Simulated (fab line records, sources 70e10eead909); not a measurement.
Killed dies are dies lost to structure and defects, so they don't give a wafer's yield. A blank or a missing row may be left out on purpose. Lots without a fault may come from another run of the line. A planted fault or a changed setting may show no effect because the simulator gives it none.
Chamber matching | flow nand_harc | NHARC_A_BONDPAD_CMP_19 on cmp-02: 4 sister chambers
The step polishes, t overpolish 30 s, cu recess touch 16 s, target thk 169.82 nm. 4 wafers are shown with their chamber, then 8 later ones without.

WAFERS WITH THEIR CHAMBER
wafer  | chamber | motor_current_A (A)
L813.1 | 0       | 12.4
L813.2 | 1       | 12.2
L813.5 | 3       | 12.5
L815.1 | 2       | 11.8

WAFERS WITHOUT THEIR CHAMBER
wafer  | motor_current_A (A)
L815.3 | 12.9
L815.5 | 13.4
L819.2 | 11.7
L819.4 | 13.6
L819.6 | 12.6
L820.1 | 12.1
L820.3 | 13.7
L820.4 | 11.7

WHICH CHAMBER EACH WENT THROUGH
wafer  | from the rows above               | in truth
L815.3 | can't be placed: 3 or 0 or 1 or 2 | 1
L815.5 | can't be placed: 3 or 0 or 1 or 2 | 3
L819.2 | can't be placed: 2 or 1 or 0 or 3 | 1
L819.4 | can't be placed: 3 or 0 or 1 or 2 | 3
L819.6 | can't be placed: 3 or 0 or 1 or 2 | 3
L820.1 | can't be placed: 1 or 2 or 0 or 3 | 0
L820.3 | can't be placed: 3 or 0 or 1 or 2 | 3
L820.4 | can't be placed: 2 or 1 or 0 or 3 | 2
Placed correctly: 0 of 8. Can't be placed from these rows: 8 (the true chamber is among the candidates in 8). Placed wrongly: 0.
How it was worked out, from the rows above alone: a wafer's distance from a chamber is the root of the sum, over the readings, of the square of ((its reading less the chamber's mean) divided by the reading's scatter). The wafer belongs to the nearest chamber; if the next one is less than 2 further off, it can't be placed. A chamber's mean is the mean of its shown wafers. The scatter: with one shown wafer a chamber, the root of the mean of the squares of how far each hidden wafer lies from its nearest shown one.
